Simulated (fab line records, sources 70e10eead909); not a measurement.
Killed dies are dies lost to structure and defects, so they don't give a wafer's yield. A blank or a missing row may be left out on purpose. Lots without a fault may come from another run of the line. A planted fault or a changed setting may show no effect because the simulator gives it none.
Problem report in the 8D (eight disciplines) form, filled by code | flow nand_harc | the parts of the form that need people (team, actions taken, sign-off) are left out

1. THE PROBLEM
thk_nm at NHARC_P_M2_THK_MEAS_24 reads a mean of 398.3 nm on 6 wafers of 2 lots; wafers without a fault read 144.2 nm with a standard deviation of 1.6. That is +99 or more standard deviations from the usual mean.
The step: measures by xrf.
First seen on wafer L662.2, day 13 16:05, on film_metro-02. The record holds 33 wafers of 11 lots with a number at this step. Rule for "out", or "out of limits": more than 4 standard deviations from the usual mean. The other wafers with a number count as sound.

2. WHAT IT IS AND WHAT IT IS NOT
question                    | is                     | is not
which readings at this step | thk_nm                 | -
which lots                  | L662, L663             | L646, L647, L649, L651, L654, L658, L659, L664, L668
which wafers of those lots  | all that have a number | -
read on which gauges        | film_metro-02          | film_metro-01
when                        | from day 13 16:05      | up to then (21 sound wafers); but 6 sound wafers of L664, L668 came after

3. SUSPECTS, AND WHAT RULES EACH OUT
Counting: a tool at a process step up to the reading stays a suspect if it ran every lot that is out and no sound lot after the first of them.
- the gauge at NHARC_P_M2_THK_MEAS_24: ruled out. All the wafers that are out were read on film_metro-02, but those of them that NHARC_END_SORT_01 has rows for are out there too, on other tools.
- cmp-01 at NHARC_P_M2_CMP_23 (polishes, t overpolish 20 s, target thk 144.3 nm): ruled out as a lasting fault. Sound lots L664 ran on it after its first lot that is out, L662 (day 13 15:48).
Left after counting: nothing in the record.

4. THE CAUSE (what the simulator had put in)
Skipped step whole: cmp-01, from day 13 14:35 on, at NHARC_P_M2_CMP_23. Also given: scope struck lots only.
Counting ruled it out, wrongly: the rule takes a fault to strike every lot that its tool runs from its start on, and this one did not.

5. THE CHAIN OF EFFECTS, in route order
Each row: a reading whose mean over the struck wafers that have a number lies more than 3 standard deviations from the usual. Only readings for which the record gives a usual standard deviation are gone through. hours: the time from each lot's start at the first step in this table that gives one to its start at this step, as a median over the lots. sigmas: the change in usual standard deviations.
hours | step                   | reading              | usual    | on struck wafers | change | sigmas
0     | NHARC_P_M2_THK_MEAS_24 | thk_nm               | 144.2 nm | 398.3            | +254.1 | +99 or more
412   | NHARC_END_SORT_01      | defect_limited_yield | 91.6 %   | 0.0              | -91.6  | -35
412   | NHARC_END_SORT_01      | killed_at_periphery  | 4        | 630              | +626   | +99 or more
412   | NHARC_END_SORT_01      | killed_dies          | 57       | 677              | +620   | +34
412   | NHARC_END_SORT_01      | sort_bin_2_pct       | 3.0 %    | 94.9             | +91.9  | +77
412   | NHARC_END_SORT_01      | sort_n_pass          | 620      | 0                | -620   | -34
412   | NHARC_END_SORT_01      | sort_rim_yield_pct   | 87 %     | 0                | -87    | -18
412   | NHARC_END_SORT_01      | sort_yield_pct       | 91.6 %   | 0.0              | -91.6  | -35
Readings that are blank on the struck wafers while sound wafers have them: edge_zone_pressure_frac at NHARC_P_M2_CMP_23; motor_current_A at NHARC_P_M2_CMP_23; time_to_endpoint_s at NHARC_P_M2_CMP_23.
Later measuring or inspecting steps at which every struck wafer that the step has a row for has a number for every such reading, and none has moved that far: NHARC_P_M2_INSPECT_27.

6. WHAT WOULD HAVE CAUGHT IT SOONER
In this record the first reading out of limits at a measuring or inspecting step was taken at day 13 16:05, 2 hours after the fault began at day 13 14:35.
At NHARC_P_M2_CMP_23 the tool's readings are blank on the struck wafers, where sound wafers have them: an empty tool record is the first sign, and it was there at once.
